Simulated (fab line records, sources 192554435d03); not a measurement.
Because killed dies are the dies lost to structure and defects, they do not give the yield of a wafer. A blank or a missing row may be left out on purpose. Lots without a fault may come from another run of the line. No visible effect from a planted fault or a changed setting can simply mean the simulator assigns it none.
A struck lot beside a sound one :: flow n5-finfet :: 14 out of 1938 route steps
Sound: the wafers L465.4, L465.5, L465.6. Struck: wafer L474.3 (left out: L474.1, a lot-mate that was not struck); the cause follows at the end.
Per side, at each step with rows, come the tool, then ch with its chambers, and then its first start. Under that, the readings that differ: sound wafers :: struck wafers :: difference of the means :: sigmas: that difference in standard deviations of wafers without a fault.
alike: a reading whose means differ by less than 2 such deviations, as well as words and numbers matching on both sides. not compared: withheld readings; readings where some wafer has no value; bounds like >300 that might hide an equal value; numbers whose values overlap and for which the record gives no deviation.
Wherever a step has rows on one side only, a row that says differs or no value, or a row with sigmas, the two part there. When numbers do not overlap yet have no deviation, they are printed without sigmas and do not part them. Lack of a reading on every wafer of one side parts them only where that side has two or more wafers.

first, 4 steps without rows for these wafers: N5_BEOL_M9_SOFTBAKE_06 (time 60 s); N5_BEOL_M9_EXPOSE_08 (exposes mask M9); N5_BEOL_M9_PEB_09 (peb time 60 s); N5_BEOL_M9_DEVELOP_10 (develop time 30 s).
N5_BEOL_M9_CD_MEAS_11: the cd target is 64.1 nm.
  sound on cd-sem-03 ch 0, day 10 09:23; struck on cd-sem-03 ch 0, day 13 05:40
  alike: cd-nm
N5_BEOL_M9_OVL_MEAS_12:
  sound on overlay-02 ch 0, day 10 09:25; struck on overlay-02 ch 0, day 13 05:42
  alike: M9_OVL
N5_BEOL_M9_INSPECT_13: inspects for defects (brightfield).
  struck on defect-inspect-01, day 13 05:44; sound on defect-inspect-01, day 10 09:26
  alike: raw-defect-count
N5_BEOL_M9_DESCUM_16: chemistry O2, time 7.9 s.
  sound on rie-diel-06 ch 1,2, day 10 09:29; struck on rie-diel-05 ch 3, day 13 06:00
reading: oes-product-au (a.u.)
sound: 0.72 0.75 0.72
struck: 0.90
difference: +0.17
sigmas: +2

reading: showerhead-plenum-p-Torr (Torr)
sound: 1.98 2.09 1.98
struck: 2.23
difference: +0.21
sigmas: +3
  alike: bias-power-w, drypump-motor-current-A, rf-vpp-V, throttle-valve-pct
  not compared: rf-hours-counter-h
N5_BEOL_M9_ETCH_61: etches SiARC in CF4, target depth 39 nm, time 65 s.
  sound on rie-diel-06 ch 1,2, day 10 09:31; struck on rie-diel-05 ch 3, day 13 06:02
reading: oes-product-au (a.u.)
sound: 0.61 0.64 0.61
struck: 0.77
difference: +0.15
sigmas: +2

reading: rf-vpp-V (V)
sound: 184.0 184.5 182.8
struck: 186.2
difference: +2.4
sigmas: +2

reading: showerhead-plenum-p-Torr (Torr)
sound: 2.05 2.14 2.05
struck: 2.28
difference: +0.20
sigmas: +3
  alike: drypump-motor-current-A, etch-rf-on-time-s, throttle-valve-pct
  not compared: rf-hours-counter-h
N5_BEOL_M9_ETCH_62: etches SOC in N2/H2, target depth 110 nm, overetch 22 nm, time 165 s.
  sound on rie-diel-06 ch 1,2, day 10 09:34; struck on rie-diel-05 ch 3, day 13 06:05
reading: oes-product-au (a.u.)
sound: 0.62 0.65 0.62
struck: 0.75
difference: +0.12
sigmas: +2

reading: rf-vpp-V (V)
sound: 520.1 524.1 520.0
struck: 527.6
difference: +6.2
sigmas: +2

reading: showerhead-plenum-p-Torr (Torr)
sound: 2.42 2.53 2.42
struck: 2.70
difference: +0.24
sigmas: +3
  alike: drypump-motor-current-A, throttle-valve-pct
  not compared: rf-hours-counter-h
then, 1 step without rows for these wafers: N5_BEOL_M9_STRIP_68 (strips in N2/H2).
N5_BEOL_M9_STRIP_67: strips in CF4.
  sound on rie-diel-06 ch 1,2, day 10 09:43; struck on rie-diel-05 ch 3, day 13 06:14
reading: oes-product-au (a.u.)
sound: 0.73 0.76 0.73
struck: 0.90
difference: +0.16
sigmas: +2

reading: showerhead-plenum-p-Torr (Torr)
sound: 1.71 1.79 1.71
struck: 1.91
difference: +0.17
sigmas: +3
  alike: bias-power-w, drypump-motor-current-A, rf-vpp-V, throttle-valve-pct
  not compared: rf-hours-counter-h
N5_BEOL_M9_HM_OPEN_17: chemistry Cl2/BCl3, target TiN, target depth 20 nm, overetch 6 nm.
  sound on rie-metal-03 ch 0,1, day 10 09:47; struck on rie-metal-03 ch 1, day 13 06:17
reading: model.SOC_of_BEOL_M9_COAT_59.thk-nm (nm)
sound: 92 92 92
struck: 87.8
difference: -4.2
sigmas: 
  alike: drypump-motor-current-A, oes-product-au, throttle-valve-pct
  not compared: rf-hours-counter-h
N5_BEOL_M9_STRIP_19: strips in O2.
  sound on rie-diel-02 ch 0,1,3, day 10 09:56; struck on rie-diel-06 ch 0, day 13 06:25
reading: rf-hours-counter-h (h)
sound: - - -
struck: 75
difference: no value on the sound wafers
sigmas: 

reading: rf-vpp-V (V)
sound: 4.0 3.5 3.7
struck: 5.0
difference: +1.3
sigmas: +2
  alike: drypump-motor-current-A, oes-product-au, showerhead-plenum-p-Torr, throttle-valve-pct

== WHERE THEY PART ==
First at N5_BEOL_M9_DESCUM_16; last, within this record, at N5_BEOL_M9_STRIP_19.

WHY: whatever the simulator had introduced
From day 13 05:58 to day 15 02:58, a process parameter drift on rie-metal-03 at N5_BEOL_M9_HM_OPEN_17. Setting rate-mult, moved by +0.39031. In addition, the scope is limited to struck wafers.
